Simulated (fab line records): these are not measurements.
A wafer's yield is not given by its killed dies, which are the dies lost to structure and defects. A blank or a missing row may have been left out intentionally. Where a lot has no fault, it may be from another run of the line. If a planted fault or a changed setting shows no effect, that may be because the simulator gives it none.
Split-lot trial :: flow n5 finfet :: on a route of 1938 steps: 7 lots, 21 wafers read

## ON THE SPLIT
At N5_SD_EPI_N_COAT_33 (time 60 s, resist thk 35 nm), the setting spin rpm was moved away from the recipe's 1500 rpm on 4 of the 21 wafers read, by -5.8% to +9.5%. This setting was run at the recipe's value on the other wafers.

## FROM THE SPLIT TO THE READING: what the file shows between them, 1 step
- N5_SD_EPI_N_DESCUM_14: chemistry O2, time 7.9 s (also split here: time s)

## THE READING
etch.depth nm (the simulator's own value, which no gauge read), in nm, at N5_SD_EPI_N_ETCH_34 (etches SiARC in CF4, target depth 45.5 nm, time 75.8 s). The file does not state a usual value for it. Across the 17 wafers here that went through the recipe, the average is 35.05 nm and the standard deviation 0.084 nm.

wafer: L077.1
tool, chamber at the split: litho track-03, 0
spin rpm as run, rpm: 1500
against the recipe: recipe
etch.depth nm, nm: 34.93
against lot-mates on the recipe: -

wafer: L077.3
tool, chamber at the split: litho track-03, 0
spin rpm as run, rpm: 1500
against the recipe: recipe
etch.depth nm, nm: 34.96
against lot-mates on the recipe: -

wafer: L077.6
tool, chamber at the split: litho track-03, 0
spin rpm as run, rpm: 1643
against the recipe: +9.5%
etch.depth nm, nm: 33.4
against lot-mates on the recipe: -1.55

wafer: L078.1
tool, chamber at the split: litho track-04, 0
spin rpm as run, rpm: 1500
against the recipe: recipe
etch.depth nm, nm: 35.06
against lot-mates on the recipe: -

wafer: L078.3
tool, chamber at the split: litho track-04, 0
spin rpm as run, rpm: 1500
against the recipe: recipe
etch.depth nm, nm: 35.12
against lot-mates on the recipe: -

wafer: L078.5
tool, chamber at the split: litho track-04, 0
spin rpm as run, rpm: 1500
against the recipe: recipe
etch.depth nm, nm: 35.08
against lot-mates on the recipe: -

wafer: L079.1
tool, chamber at the split: litho track-03, 0
spin rpm as run, rpm: 1500
against the recipe: recipe
etch.depth nm, nm: 34.99
against lot-mates on the recipe: -

wafer: L079.4
tool, chamber at the split: litho track-03, 0
spin rpm as run, rpm: 1500
against the recipe: recipe
etch.depth nm, nm: 34.98
against lot-mates on the recipe: -

wafer: L079.5
tool, chamber at the split: litho track-03, 0
spin rpm as run, rpm: 1500
against the recipe: recipe
etch.depth nm, nm: 35
against lot-mates on the recipe: -

wafer: L088.1
tool, chamber at the split: litho track-04, 0
spin rpm as run, rpm: 1500
against the recipe: recipe
etch.depth nm, nm: 35.23
against lot-mates on the recipe: -

wafer: L088.2
tool, chamber at the split: litho track-04, 0
spin rpm as run, rpm: 1500
against the recipe: recipe
etch.depth nm, nm: 35.17
against lot-mates on the recipe: -

wafer: L088.5
tool, chamber at the split: litho track-04, 0
spin rpm as run, rpm: 1500
against the recipe: recipe
etch.depth nm, nm: 35.13
against lot-mates on the recipe: -

wafer: L089.3
tool, chamber at the split: litho track-04, 0
spin rpm as run, rpm: 1500
against the recipe: recipe
etch.depth nm, nm: 35
against lot-mates on the recipe: -

wafer: L089.4
tool, chamber at the split: litho track-04, 0
spin rpm as run, rpm: 1500
against the recipe: recipe
etch.depth nm, nm: 34.97
against lot-mates on the recipe: -

wafer: L089.5
tool, chamber at the split: litho track-04, 0
spin rpm as run, rpm: 1500
against the recipe: recipe
etch.depth nm, nm: 34.95
against lot-mates on the recipe: -

wafer: L090.1
tool, chamber at the split: litho track-01, 0
spin rpm as run, rpm: 1500
against the recipe: recipe
etch.depth nm, nm: 35.14
against lot-mates on the recipe: -

wafer: L090.5
tool, chamber at the split: litho track-01, 0
spin rpm as run, rpm: 1500
against the recipe: recipe
etch.depth nm, nm: 35.05
against lot-mates on the recipe: -

wafer: L090.6
tool, chamber at the split: litho track-01, 0
spin rpm as run, rpm: 1602
against the recipe: +6.8%
etch.depth nm, nm: 33.88
against lot-mates on the recipe: -1.21

wafer: L097.3
tool, chamber at the split: litho track-04, 0
spin rpm as run, rpm: 1413
against the recipe: -5.8%
etch.depth nm, nm: 35.97
against lot-mates on the recipe: +0.91

wafer: L097.4
tool, chamber at the split: litho track-04, 0
spin rpm as run, rpm: 1413
against the recipe: -5.8%
etch.depth nm, nm: 36.16
against lot-mates on the recipe: +1.10

wafer: L097.5
tool, chamber at the split: litho track-04, 0
spin rpm as run, rpm: 1500
against the recipe: recipe
etch.depth nm, nm: 35.06
against lot-mates on the recipe: -

THE FIT
A straight line over all 21 wafers: etch.depth nm changes by -0.173 nm for each +1% of spin rpm; r = -0.99; the points scatter about the line by 0.085 nm.
The same after taking each lot's own level away (the mean of its wafers on the recipe; 21 wafers): -0.17 nm for each +1%; r = -1.00; scatter 0.046 nm.
On that fit, the largest move of spin rpm shifts the reading by 1.6 nm.
The lots' own levels span 34.945 to 35.177 nm, that is 2.8 times the standard deviation above.
The two slopes agree, so the slope changes little with the lot-to-lot level.
Check: with one of the wafers moved furthest among these (+9.5%) left out of the fit, the line predicts -1.68 nm for it against its lot-mates. Against them it came out at -1.55 nm.

## FURTHER SPLITS ON THESE WAFERS
These wafers also went through other splits before the reading. Each is held against what the fit with the lots' levels taken away leaves over:
other split on the same wafers: N5_ZERO_LAYER_COAT_05 spin rpm
wafers away from the commonest value: 9
r with etch.depth nm (lot level and that fit taken away): -0.07

other split on the same wafers: N5_ZERO_LAYER_DEVELOP_10 develop time s
wafers away from the commonest value: 6
r with etch.depth nm (lot level and that fit taken away): +0.19

other split on the same wafers: N5_WELL_APT_PEB_23 peb temp c
wafers away from the commonest value: 9
r with etch.depth nm (lot level and that fit taken away): -0.25

other split on the same wafers: N5_FIN_SAQP_ETCH_65 time s
wafers away from the commonest value: 6
r with etch.depth nm (lot level and that fit taken away): +0.19

other split on the same wafers: N5_FIN_SAQP_ETCH_69 target depth a
wafers away from the commonest value: 8
r with etch.depth nm (lot level and that fit taken away): +0.09

other split on the same wafers: N5_FIN_SAQP_FIN_ETCH_36 icp w
wafers away from the commonest value: 6
r with etch.depth nm (lot level and that fit taken away): +0.46

other split on the same wafers: N5_DUMMY_GATE_COAT_28 spin rpm
wafers away from the commonest value: 8
r with etch.depth nm (lot level and that fit taken away): -0.28

other split on the same wafers: N5_DUMMY_GATE_EXPOSE_12 dose mj
wafers away from the commonest value: 6
r with etch.depth nm (lot level and that fit taken away): -0.36

other split on the same wafers: N5_SD_EPI_N_DESCUM_14 time s
wafers away from the commonest value: 9
r with etch.depth nm (lot level and that fit taken away): +0.16

## THE WHOLE CHAIN: every reading that the file lists as answering this split, in the file's order
step: N5_SD_EPI_N_COAT_33
what it does: time 60 s, resist thk 35 nm
reading: SiARC_of_SD_EPI_N_COAT_33.thk nm (the simulator's own value, which no gauge read)
change (the file's fit): -0.178 nm for each +1% of the setting
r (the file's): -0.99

step: N5_SD_EPI_N_ETCH_34
what it does: etches SiARC in CF4, target depth 45.5 nm, time 75.8 s
reading: etch.depth nm (the simulator's own value, which no gauge read)
change (the file's fit): -0.169 nm for each +1% of the setting
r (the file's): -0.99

## THE FILE'S OWN FIT
etch.depth nm changes by -0.169 nm for each +1% of spin rpm, r = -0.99.
